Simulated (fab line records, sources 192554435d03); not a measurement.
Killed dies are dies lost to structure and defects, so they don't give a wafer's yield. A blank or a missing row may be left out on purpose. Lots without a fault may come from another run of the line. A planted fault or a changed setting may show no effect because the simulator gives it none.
Chamber matching | flow n5_finfet | N5_BEOL_M8_DEP_56 on pecvd-03: 3 sister chambers
The step deposits SiCN from 3MS/NH3, target thk 10 nm, time 17.5 s. 3 wafers are shown with their chamber, then 11 later ones without.

WAFERS WITH THEIR CHAMBER
wafer  | chamber | showerhead_plenum_p_Torr (Torr)
L085.4 | 0       | 3.660
L086.5 | 1       | 3.655
L090.4 | 2       | 3.663

WAFERS WITHOUT THEIR CHAMBER
wafer  | showerhead_plenum_p_Torr (Torr)
L090.5 | 3.657
L090.6 | 3.657
L091.2 | 3.658
L091.4 | 3.657
L091.6 | 3.650
L093.1 | 3.650
L093.2 | 3.665
L093.6 | 3.646
L096.1 | 3.653
L096.2 | 3.651
L096.4 | 3.664

WHICH CHAMBER EACH WENT THROUGH
wafer  | from the rows above          | in truth
L090.5 | can't be placed: 1 or 0 or 2 | 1
L090.6 | can't be placed: 1 or 0 or 2 | 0
L091.2 | can't be placed: 0 or 1 or 2 | 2
L091.4 | can't be placed: 1 or 0 or 2 | 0
L091.6 | can't be placed: 1 or 0      | 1
L093.1 | can't be placed: 1 or 0      | 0
L093.2 | can't be placed: 2 or 0      | 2
L093.6 | can't be placed: 1 or 0      | 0
L096.1 | can't be placed: 1 or 0      | 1
L096.2 | can't be placed: 1 or 0      | 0
L096.4 | can't be placed: 2 or 0      | 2
Placed correctly: 0 of 11. Can't be placed from these rows: 11 (the true chamber is among the candidates in 11). Placed wrongly: 0.
How it was worked out, from the rows above alone: a wafer's distance from a chamber is the root of the sum, over the readings, of the square of ((its reading less the chamber's mean) divided by the reading's scatter). The wafer belongs to the nearest chamber; if the next one is less than 2 further off, it can't be placed. A chamber's mean is the mean of its shown wafers. The scatter: with one shown wafer a chamber, the root of the mean of the squares of how far each hidden wafer lies from its nearest shown one.
